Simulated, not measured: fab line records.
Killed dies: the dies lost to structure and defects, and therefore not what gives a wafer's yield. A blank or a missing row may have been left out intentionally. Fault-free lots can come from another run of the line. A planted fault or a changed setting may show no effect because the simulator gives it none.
Matching of chambers / flow n5 finfet / N5_BEOL_M6_DESCUM_16 on rie diel-06 has 4 sister chambers
The step chemistry O2, time 7.9 s. 20 wafers are shown with their chamber, then 10 later ones without.

EACH WAFER AND ITS CHAMBER
wafer=L074.3; chamber=1; drypump motor current A (A)=5.3; showerhead plenum p Torr (Torr)=2.22; throttle valve pct (%)=20.25
wafer=L074.4; chamber=0; drypump motor current A (A)=5.8; showerhead plenum p Torr (Torr)=2.02; throttle valve pct (%)=20.33
wafer=L074.5; chamber=3; drypump motor current A (A)=6.5; showerhead plenum p Torr (Torr)=2.06; throttle valve pct (%)=20.25
wafer=L076.2; chamber=2; drypump motor current A (A)=6.3; showerhead plenum p Torr (Torr)=2.06; throttle valve pct (%)=20.26
wafer=L076.3; chamber=3; drypump motor current A (A)=6.5; showerhead plenum p Torr (Torr)=2.05; throttle valve pct (%)=20.25
wafer=L076.4; chamber=1; drypump motor current A (A)=5.4; showerhead plenum p Torr (Torr)=2.21; throttle valve pct (%)=20.25
wafer=L077.1; chamber=3; drypump motor current A (A)=6.4; showerhead plenum p Torr (Torr)=2.05; throttle valve pct (%)=20.26
wafer=L077.3; chamber=0; drypump motor current A (A)=5.8; showerhead plenum p Torr (Torr)=2.02; throttle valve pct (%)=20.35
wafer=L077.4; chamber=2; drypump motor current A (A)=6.3; showerhead plenum p Torr (Torr)=2.06; throttle valve pct (%)=20.26
wafer=L078.1; chamber=1; drypump motor current A (A)=5.4; showerhead plenum p Torr (Torr)=2.21; throttle valve pct (%)=20.26
wafer=L078.2; chamber=2; drypump motor current A (A)=6.3; showerhead plenum p Torr (Torr)=2.06; throttle valve pct (%)=20.27
wafer=L078.5; chamber=0; drypump motor current A (A)=5.8; showerhead plenum p Torr (Torr)=2.02; throttle valve pct (%)=20.33
wafer=L082.1; chamber=1; drypump motor current A (A)=5.4; showerhead plenum p Torr (Torr)=2.21; throttle valve pct (%)=20.26
wafer=L082.2; chamber=2; drypump motor current A (A)=6.3; showerhead plenum p Torr (Torr)=2.05; throttle valve pct (%)=20.27
wafer=L082.3; chamber=3; drypump motor current A (A)=6.4; showerhead plenum p Torr (Torr)=2.05; throttle valve pct (%)=20.25
wafer=L082.4; chamber=0; drypump motor current A (A)=5.8; showerhead plenum p Torr (Torr)=2.01; throttle valve pct (%)=20.35
wafer=L082.5; chamber=2; drypump motor current A (A)=6.3; showerhead plenum p Torr (Torr)=2.05; throttle valve pct (%)=20.27
wafer=L082.6; chamber=1; drypump motor current A (A)=5.4; showerhead plenum p Torr (Torr)=2.21; throttle valve pct (%)=20.27
wafer=L084.1; chamber=3; drypump motor current A (A)=6.5; showerhead plenum p Torr (Torr)=2.05; throttle valve pct (%)=20.26
wafer=L084.3; chamber=0; drypump motor current A (A)=5.8; showerhead plenum p Torr (Torr)=2.02; throttle valve pct (%)=20.35

SIGNATURES, as means of the wafers listed above
reading=drypump motor current A; chamber 0=5.800; chamber 1=5.380; chamber 2=6.300; chamber 3=6.460; scatter within a chamber=0.0354
reading=showerhead plenum p Torr; chamber 0=2.0180; chamber 1=2.2120; chamber 2=2.0560; chamber 3=2.0520; scatter within a chamber=0.00474
reading=throttle valve pct; chamber 0=20.3420; chamber 1=20.2580; chamber 2=20.2660; chamber 3=20.2540; scatter within a chamber=0.00791
Rule: distance of a wafer from a chamber = root of the sum over the readings of ((wafer's reading minus chamber's mean) / reading's scatter) squared. The wafer belongs to the nearest chamber; if the next one is less than 2 further off, it can't be placed. The scatter: the root of (the sum of the squares of (reading less its chamber's mean) over the shown wafers, divided by (wafers less chambers)).

WAFERS WITH NO CHAMBER GIVEN
wafer=L084.6; drypump motor current A (A)=6.4; showerhead plenum p Torr (Torr)=2.05; throttle valve pct (%)=20.25
wafer=L085.3; drypump motor current A (A)=5.4; showerhead plenum p Torr (Torr)=2.21; throttle valve pct (%)=20.27
wafer=L085.4; drypump motor current A (A)=5.8; showerhead plenum p Torr (Torr)=2.01; throttle valve pct (%)=20.35
wafer=L085.5; drypump motor current A (A)=6.3; showerhead plenum p Torr (Torr)=2.05; throttle valve pct (%)=20.29
wafer=L095.2; drypump motor current A (A)=5.3; showerhead plenum p Torr (Torr)=2.20; throttle valve pct (%)=20.33
wafer=L095.3; drypump motor current A (A)=6.5; showerhead plenum p Torr (Torr)=2.04; throttle valve pct (%)=20.31
wafer=L095.5; drypump motor current A (A)=5.8; showerhead plenum p Torr (Torr)=2.01; throttle valve pct (%)=20.39
wafer=L096.1; drypump motor current A (A)=6.4; showerhead plenum p Torr (Torr)=2.04; throttle valve pct (%)=20.31
wafer=L096.2; drypump motor current A (A)=6.3; showerhead plenum p Torr (Torr)=2.04; throttle valve pct (%)=20.32
wafer=L096.4; drypump motor current A (A)=5.3; showerhead plenum p Torr (Torr)=2.20; throttle valve pct (%)=20.31

WHICH CHAMBER EACH ONE RAN IN
wafer=L084.6; from the rows above=can't be placed: 3 or 2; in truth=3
wafer=L085.3; from the rows above=1; in truth=1
wafer=L085.4; from the rows above=0; in truth=0
wafer=L085.5; from the rows above=2; in truth=2
wafer=L095.2; from the rows above=1; in truth=1
wafer=L095.3; from the rows above=can't be placed: 3 or 2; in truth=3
wafer=L095.5; from the rows above=0; in truth=0
wafer=L096.1; from the rows above=can't be placed: 2 or 3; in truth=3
wafer=L096.2; from the rows above=2; in truth=2
wafer=L096.4; from the rows above=1; in truth=1
Correct placement for 7 of the 10. Unplaceable from these rows: 3, with the true chamber sitting among the candidates in 3. Wrongly placed: 0.
